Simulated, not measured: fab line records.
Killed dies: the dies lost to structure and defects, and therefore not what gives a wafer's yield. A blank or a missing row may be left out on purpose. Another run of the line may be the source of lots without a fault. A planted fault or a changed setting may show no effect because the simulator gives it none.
Split-lot experiment :: flow n5-finfet :: 21 wafers read across 7 lots, on a route 1938 steps long

THE SPLIT
At N5_BEOL_M3_COAT_67 (time 60 s, resist thk 60 nm), the setting spin-rpm was moved away from the recipe's 1500 rpm on 7 of the 21 wafers read, by -8.9% to +7.0%. For the rest of the wafers, this setting stayed at what the recipe calls for.

FROM THE SPLIT TO THE READING: what the file shows between them, 11 steps
- N5_BEOL_M3_COAT_68: time 60 s, resist thk 12 nm (also split here: spin-rpm)
- N5_BEOL_M3_COAT_76: time 60 s, resist thk 5 nm
- N5_BEOL_M3_COAT_22: resist thk 30 nm
- N5_BEOL_M3_DESCUM_33: chemistry O2, time 7 s
- N5_BEOL_M3_ETCH_77: etches underlayer in N2/H2, target depth 6.5 nm, time 5.2 s
- N5_BEOL_M3_ETCH_69: etches SiARC in CF4, target depth 15.6 nm, time 26 s
- N5_BEOL_M3_ALD_98: deposits SiO2, target thk 2.5 nm, pulse time 1 s, co reactant pulse time 1 s
- N5_BEOL_M3_ETCHBACK_99: etches SiO2 in CHF3, target depth 5 nm, time 10.4 s
- N5_BEOL_M3_ETCH_70: etches SOC in N2/H2, target depth 80 nm, overetch 16 nm, time 120 s
- N5_BEOL_M3_STRIP_71: strips in N2/H2
- N5_BEOL_M3_STRIP_78: strips in N2/H2

THE READING
SOC_of_BEOL_M3_COAT_67.thk-nm (the simulator's own value, which no gauge read), in nm, at N5_BEOL_M3_VIA_ETCH_34 (etches the open film in C4F6/O2, target depth 69.4 nm, time 65.9 s). The file gives no usual value for it. Average 51.9 nm, standard deviation 0.34 nm, over the 14 wafers here run with the recipe.

wafer: L080.1
tool, chamber at the split: litho-track-01, 0
spin-rpm as run, rpm: 1500
against the recipe: recipe
SOC_of_BEOL_M3_COAT_67.thk-nm, nm: 51.6
against lot-mates on the recipe: -

wafer: L080.6
tool, chamber at the split: litho-track-01, 0
spin-rpm as run, rpm: 1500
against the recipe: recipe
SOC_of_BEOL_M3_COAT_67.thk-nm, nm: 51.6
against lot-mates on the recipe: -

wafer: L080.3
tool, chamber at the split: litho-track-01, 0
spin-rpm as run, rpm: 1500
against the recipe: recipe
SOC_of_BEOL_M3_COAT_67.thk-nm, nm: 51.4
against lot-mates on the recipe: -

wafer: L081.1
tool, chamber at the split: litho-track-01, 0
spin-rpm as run, rpm: 1427
against the recipe: -4.9%
SOC_of_BEOL_M3_COAT_67.thk-nm, nm: 53
against lot-mates on the recipe: +1.4

wafer: L081.4
tool, chamber at the split: litho-track-01, 0
spin-rpm as run, rpm: 1500
against the recipe: recipe
SOC_of_BEOL_M3_COAT_67.thk-nm, nm: 51.4
against lot-mates on the recipe: -

wafer: L081.6
tool, chamber at the split: litho-track-01, 0
spin-rpm as run, rpm: 1500
against the recipe: recipe
SOC_of_BEOL_M3_COAT_67.thk-nm, nm: 51.8
against lot-mates on the recipe: -

wafer: L083.4
tool, chamber at the split: litho-track-03, 0
spin-rpm as run, rpm: 1605
against the recipe: +7.0%
SOC_of_BEOL_M3_COAT_67.thk-nm, nm: 49.6
against lot-mates on the recipe: -2.2

wafer: L083.5
tool, chamber at the split: litho-track-03, 0
spin-rpm as run, rpm: 1605
against the recipe: +7.0%
SOC_of_BEOL_M3_COAT_67.thk-nm, nm: 49.8
against lot-mates on the recipe: -2.0

wafer: L083.6
tool, chamber at the split: litho-track-03, 0
spin-rpm as run, rpm: 1500
against the recipe: recipe
SOC_of_BEOL_M3_COAT_67.thk-nm, nm: 51.8
against lot-mates on the recipe: -

wafer: L082.2
tool, chamber at the split: litho-track-01, 0
spin-rpm as run, rpm: 1500
against the recipe: recipe
SOC_of_BEOL_M3_COAT_67.thk-nm, nm: 51.8
against lot-mates on the recipe: -

wafer: L082.4
tool, chamber at the split: litho-track-01, 0
spin-rpm as run, rpm: 1590
against the recipe: +6.0%
SOC_of_BEOL_M3_COAT_67.thk-nm, nm: 50.2
against lot-mates on the recipe: -1.8

wafer: L082.5
tool, chamber at the split: litho-track-01, 0
spin-rpm as run, rpm: 1500
against the recipe: recipe
SOC_of_BEOL_M3_COAT_67.thk-nm, nm: 52.2
against lot-mates on the recipe: -

wafer: L089.2
tool, chamber at the split: litho-track-05, 0
spin-rpm as run, rpm: 1455
against the recipe: -3.0%
SOC_of_BEOL_M3_COAT_67.thk-nm, nm: 53.4
against lot-mates on the recipe: +1.0

wafer: L089.3
tool, chamber at the split: litho-track-05, 0
spin-rpm as run, rpm: 1455
against the recipe: -3.0%
SOC_of_BEOL_M3_COAT_67.thk-nm, nm: 53.4
against lot-mates on the recipe: +1.0

wafer: L089.4
tool, chamber at the split: litho-track-05, 0
spin-rpm as run, rpm: 1500
against the recipe: recipe
SOC_of_BEOL_M3_COAT_67.thk-nm, nm: 52.4
against lot-mates on the recipe: -

wafer: L093.1
tool, chamber at the split: litho-track-05, 0
spin-rpm as run, rpm: 1500
against the recipe: recipe
SOC_of_BEOL_M3_COAT_67.thk-nm, nm: 52.4
against lot-mates on the recipe: -

wafer: L093.4
tool, chamber at the split: litho-track-05, 0
spin-rpm as run, rpm: 1500
against the recipe: recipe
SOC_of_BEOL_M3_COAT_67.thk-nm, nm: 52.2
against lot-mates on the recipe: -

wafer: L093.5
tool, chamber at the split: litho-track-05, 0
spin-rpm as run, rpm: 1500
against the recipe: recipe
SOC_of_BEOL_M3_COAT_67.thk-nm, nm: 52.2
against lot-mates on the recipe: -

wafer: L094.2
tool, chamber at the split: litho-track-05, 0
spin-rpm as run, rpm: 1500
against the recipe: recipe
SOC_of_BEOL_M3_COAT_67.thk-nm, nm: 52
against lot-mates on the recipe: -

wafer: L094.3
tool, chamber at the split: litho-track-05, 0
spin-rpm as run, rpm: 1500
against the recipe: recipe
SOC_of_BEOL_M3_COAT_67.thk-nm, nm: 51.6
against lot-mates on the recipe: -

wafer: L094.6
tool, chamber at the split: litho-track-05, 0
spin-rpm as run, rpm: 1367
against the recipe: -8.9%
SOC_of_BEOL_M3_COAT_67.thk-nm, nm: 55
against lot-mates on the recipe: +3.2

FIT RESULTS
A straight line over all 21 wafers: SOC_of_BEOL_M3_COAT_67.thk-nm changes by -0.326 nm for each +1% of spin-rpm; r = -0.96; the points scatter about the line by 0.36 nm.
The same after taking each lot's own level away (the mean of its wafers on the recipe; 21 wafers): -0.32 nm for each +1%; r = -0.99; scatter 0.16 nm.
That fit puts the effect of the largest move of spin-rpm on the reading at 2.8 nm.
Measured against the standard deviation above, the lots' own levels, which go from 51.53 to 52.40 nm, span 2.6 times it.
The two slopes agree, so the slope changes little with the lot-to-lot level.
Check: +2.69 nm against its lot-mates is what the line predicts for one of the wafers moved furthest among these (-8.9%) when that wafer is left out of the fit. Against them it came out at +3.2 nm.

OTHER SPLITS APPLIED TO THESE WAFERS
Before the reading, these wafers also passed through other splits. Each is held against what the fit with the lots' levels taken away leaves over:
other split on the same wafers: N5_BEOL_M2_DESCUM_33 time-s
wafers away from the commonest value: 4
r with SOC_of_BEOL_M3_COAT_67.thk-nm (lot level and that fit taken away): -0.05

other split on the same wafers: N5_BEOL_M2_SPUTTER_94 time-s
wafers away from the commonest value: 8
r with SOC_of_BEOL_M3_COAT_67.thk-nm (lot level and that fit taken away): +0.03

other split on the same wafers: N5_BEOL_M3_COAT_68 spin-rpm
wafers away from the commonest value: 7
r with SOC_of_BEOL_M3_COAT_67.thk-nm (lot level and that fit taken away): -0.03

THE WHOLE CHAIN: every reading that the file lists as answering this split, in the file's order
step: N5_BEOL_M3_COAT_67
what it does: time 60 s, resist thk 60 nm
reading: SOC_of_BEOL_M3_COAT_67.thk-nm (the simulator's own value, which no gauge read)
change (the file's fit): -0.314 nm for each +1% of the setting
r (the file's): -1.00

step: N5_BEOL_M3_ETCH_70
what it does: etches SOC in N2/H2, target depth 80 nm, overetch 16 nm, time 120 s
reading: etch.depth-nm (the simulator's own value, which no gauge read)
change (the file's fit): -0.312 nm for each +1% of the setting
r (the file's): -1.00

step: N5_BEOL_M3_VIA_ETCH_34
what it does: etches the open film in C4F6/O2, target depth 69.4 nm, time 65.9 s
reading: SOC_of_BEOL_M3_COAT_67.thk-nm (the simulator's own value, which no gauge read)
change (the file's fit): -0.324 nm for each +1% of the setting
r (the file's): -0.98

FILE'S OWN FIT
SOC_of_BEOL_M3_COAT_67.thk-nm changes by -0.324 nm for each +1% of spin-rpm, r = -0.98.
